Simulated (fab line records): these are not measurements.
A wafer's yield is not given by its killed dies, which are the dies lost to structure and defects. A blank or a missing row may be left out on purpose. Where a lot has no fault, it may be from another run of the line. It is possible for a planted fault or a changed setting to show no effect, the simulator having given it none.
The tool behind it: which one? || flow n5 finfet || Sampling: 11 lots, 33 wafers, 3 of 1938 route steps

## WHAT EACH GAUGE READ, for each wafer
N5_BEOL_M15_CD_MEAS_28 targets a cd of 407.6 nm.
{"lot": "L808", "measured": "day 12 03:34", "on": "cd sem-02", "cd nm (nm)": "407.4 408.4 408.9"}
{"lot": "L810", "measured": "day 12 14:45", "on": "cd sem-03", "cd nm (nm)": "405.0 405.4 405.8"}
{"lot": "L812", "measured": "day 13 18:19", "on": "cd sem-01", "cd nm (nm)": "406.1 406.9 406.6"}
{"lot": "L813", "measured": "day 13 02:41", "on": "cd sem-02", "cd nm (nm)": "406.2 405.6 405.8"}
{"lot": "L815", "measured": "day 14 22:59", "on": "cd sem-02", "cd nm (nm)": "408.0 408.0 407.4"}
{"lot": "L816", "measured": "day 14 13:45", "on": "cd sem-01", "cd nm (nm)": "407.5 407.9 408.0"}
{"lot": "L818", "measured": "day 15 00:09", "on": "cd sem-03", "cd nm (nm)": "407.1 407.9 407.6"}
{"lot": "L819", "measured": "day 15 18:16", "on": "cd sem-01", "cd nm (nm)": "407.0 406.5 408.7"}
{"lot": "L820", "measured": "day 15 04:20", "on": "cd sem-02", "cd nm (nm)": "406.0 405.4 405.3"}
{"lot": "L822", "measured": "day 16 03:55", "on": "cd sem-01", "cd nm (nm)": "406.3 406.7 407.1"}
{"lot": "L821", "measured": "day 16 11:32", "on": "cd sem-03", "cd nm (nm)": "406.1 406.2 405.6"}

## WHICH TOOL RAN EACH LOT (tool, then ch and the chambers of the sampled wafers, then the start)
{"lot": "L808", "N5_BEOL_M2_ALD_98": "ald sin-02 ch 0,2,3, day 6 20:52", "N5_BEOL_M15_STRIP_63": "rie diel-06 ch 1,2,3, day 12 03:34 or earlier"}
{"lot": "L810", "N5_BEOL_M2_ALD_98": "ald sin-01 ch 2,3, day 7 01:52", "N5_BEOL_M15_STRIP_63": "rie diel-03 ch 0,1, day 12 14:45 or earlier"}
{"lot": "L812", "N5_BEOL_M2_ALD_98": "ald sin-03 ch 0,1,2, day 7 10:58", "N5_BEOL_M15_STRIP_63": "rie diel-06 ch 0,1, day 13 18:19 or earlier"}
{"lot": "L813", "N5_BEOL_M2_ALD_98": "ald sin-02 ch 0,1,2, day 7 23:19", "N5_BEOL_M15_STRIP_63": "rie diel-03 ch 0,1,2, day 13 02:41 or earlier"}
{"lot": "L815", "N5_BEOL_M2_ALD_98": "ald sin-01 ch 0,1,2, day 8 16:46", "N5_BEOL_M15_STRIP_63": "rie diel-03 ch 1,2,3, day 14 22:59 or earlier"}
{"lot": "L816", "N5_BEOL_M2_ALD_98": "ald sin-01 ch 0,2, day 8 16:52", "N5_BEOL_M15_STRIP_63": "rie diel-03 ch 0,1,3, day 14 13:45 or earlier"}
{"lot": "L818", "N5_BEOL_M2_ALD_98": "ald sin-01 ch 0,2,3, day 9 10:56", "N5_BEOL_M15_STRIP_63": "rie diel-01 ch 0,2, day 15 00:09 or earlier"}
{"lot": "L819", "N5_BEOL_M2_ALD_98": "ald sin-01 ch 0,2,3, day 9 18:34", "N5_BEOL_M15_STRIP_63": "rie diel-01 ch 1,2, day 15 18:16 or earlier"}
{"lot": "L820", "N5_BEOL_M2_ALD_98": "ald sin-01 ch 0,2,3, day 9 18:45", "N5_BEOL_M15_STRIP_63": "rie diel-01 ch 0,3, day 15 04:20 or earlier"}
{"lot": "L822", "N5_BEOL_M2_ALD_98": "ald sin-01 ch 0,1,2, day 10 01:25", "N5_BEOL_M15_STRIP_63": "rie diel-01 ch 1,2, day 16 03:55 or earlier"}
{"lot": "L821", "N5_BEOL_M2_ALD_98": "ald sin-01 ch 1,2,3, day 10 01:34", "N5_BEOL_M15_STRIP_63": "rie diel-03 ch 1,2, day 16 11:32 or earlier"}
- N5_BEOL_M2_ALD_98: deposits SiO2, target thk 2.5 nm, pulse time 1 s, co reactant pulse time 1 s.
- N5_BEOL_M15_STRIP_63: strips in O2.

## THE ANSWER, worked out from the rows above alone
Rule: the lots themselves supply what counts as usual. The widest of any qualifying gaps counts: lots, ordered by their means at a reading, are off when they make up no more than a third of the lots, leave a main group of 4 or more, and stand apart from it by 3 or more times the standard deviation of that group's means. A main group is skipped when, at the precision printed for the reading in the tables above, its means are all equal. Also off: a lot with no number at a reading for which 4 or more lots have one. All remaining lots with rows at the step are treated as sound.
None of the lots is off at any reading shown; this tells nothing.

## WHAT THE SIMULATOR PUT IN
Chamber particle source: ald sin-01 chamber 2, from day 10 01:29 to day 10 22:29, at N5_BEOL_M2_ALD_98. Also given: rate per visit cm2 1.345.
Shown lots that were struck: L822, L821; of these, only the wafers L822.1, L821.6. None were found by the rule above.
